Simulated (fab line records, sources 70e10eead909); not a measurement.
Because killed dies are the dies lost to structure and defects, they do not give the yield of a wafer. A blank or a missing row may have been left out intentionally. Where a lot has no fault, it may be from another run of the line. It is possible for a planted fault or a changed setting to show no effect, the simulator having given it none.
Tool commonality check ; flow nand_harc ; 2 lots, 6 wafers sampled

## REASON FOR OPENING
On 2 of the 2 lots, a flag is raised at NHARC_END_SORT_01 on the reading killed_at_array. No-fault wafers: 49, standard deviation 18.
Rule: a lot gets a flag if all its wafers with a number sit over 4 standard deviations from that mean, or if no wafer of it has a number. The other lots count as sound.

lot;measured;on;killed_at_array, wafer by wafer;flag
L901;day 27 22:13;prober-01;673 671 670;FLAGGED
L902;day 28 10:43;prober-02;676 672 673;FLAGGED
The mean of the flagged lots' numbers is 672, +624 from the usual (+35 standard deviations).

## EACH LOT AND THE TOOL IT RAN ON
2 process steps preceding the reading are held in the record, out of 1302 steps in the route. Each cell gives the tool, then ch followed by the chambers the sampled wafers passed through, then the start.
lot;flag;NHARC_A_CHANNEL_HOLE_D2_ETCH_16;NHARC_A_CHANNEL_HOLE_D2_ETCH_27
L901;FLAGGED;rie_diel-04 ch 0,3, day 16 14:30;har_etch-01 ch 1, day 16 21:43
L902;FLAGGED;rie_diel-06 ch 0,1,2, day 17 10:54;har_etch-02 ch 0,1, day 17 15:53
What is done by these steps:
- NHARC_A_CHANNEL_HOLE_D2_ETCH_16: etches the open film in O2/COS, target depth 3100 nm, time 806 s.
- NHARC_A_CHANNEL_HOLE_D2_ETCH_27: etches the open film in C4F8/O2/Ar, time 90 s, target depth 400 nm.
- NHARC_END_SORT_01

## FLAGGED AGAINST TOTAL, ONE TOOL AT A TIME (gauges that did the reading follow at the end)
step;tool;lots run;flagged;share of the flagged lots;sound lots run after its first flagged lot
NHARC_A_CHANNEL_HOLE_D2_ETCH_16;rie_diel-04;1;1;some;0
NHARC_A_CHANNEL_HOLE_D2_ETCH_16;rie_diel-06;1;1;some;0
NHARC_A_CHANNEL_HOLE_D2_ETCH_27;har_etch-01;1;1;some;0
NHARC_A_CHANNEL_HOLE_D2_ETCH_27;har_etch-02;1;1;some;0
NHARC_END_SORT_01;prober-01;1;1;some;0
NHARC_END_SORT_01;prober-02;1;1;some;0

## THE TABLE: WHAT IT ALLOWS
No row of the table ran every flagged lot.

## WHAT WAS PUT IN BY THE SIMULATOR
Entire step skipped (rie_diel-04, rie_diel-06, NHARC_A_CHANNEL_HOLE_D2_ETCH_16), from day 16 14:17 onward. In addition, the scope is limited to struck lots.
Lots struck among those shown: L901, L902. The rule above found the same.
